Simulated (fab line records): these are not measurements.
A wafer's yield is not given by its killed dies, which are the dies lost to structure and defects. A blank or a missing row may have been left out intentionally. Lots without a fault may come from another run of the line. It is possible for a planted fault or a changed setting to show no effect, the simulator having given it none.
Chamber matching	flow n5_finfet	N5_BEOL_M5_CURE_79 on uv_cure-03: 3 sister chambers
The step cures SiCOH lowk, time 240 s. 3 wafers are shown with their chamber, then 7 later ones without.

## WAFERS WITH THEIR CHAMBER
wafer	chamber	wafer_temp_C_max
L949.6	1	388.2
L950.6	0	386.8
L955.5	2	386.9

## WAFERS WITHOUT THEIR CHAMBER
wafer	wafer_temp_C_max
L955.6	386.8
L961.1	387.1
L961.2	387.7
L961.4	386.6
L963.1	386.5
L963.4	385.8
L963.6	386.4

## WHICH CHAMBER EACH WENT THROUGH
wafer	from the rows above	in truth
L955.6	can't be placed: 0 or 2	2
L961.1	can't be placed: 2 or 0 or 1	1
L961.2	can't be placed: 1 or 2 or 0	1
L961.4	can't be placed: 0 or 2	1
L963.1	can't be placed: 0 or 2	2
L963.4	can't be placed: 0 or 2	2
L963.6	can't be placed: 0 or 2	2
Correct placement for 0 of the 7. Can't be placed from these rows: 7 (the true chamber is among the candidates in 6). Number placed wrongly: 0.
How it was worked out, from the rows above alone: a wafer's distance from a chamber is the root of the sum, over the readings, of the square of ((its reading less the chamber's mean) divided by the reading's scatter). If the next closest chamber is less than 2 further off than the closest, the wafer can't be placed; otherwise it belongs to the closest. A chamber's mean is the mean of its shown wafers. The scatter (one wafer shown for each chamber): square how far every hidden wafer sits from the nearest shown wafer, average those squares and take the square root.
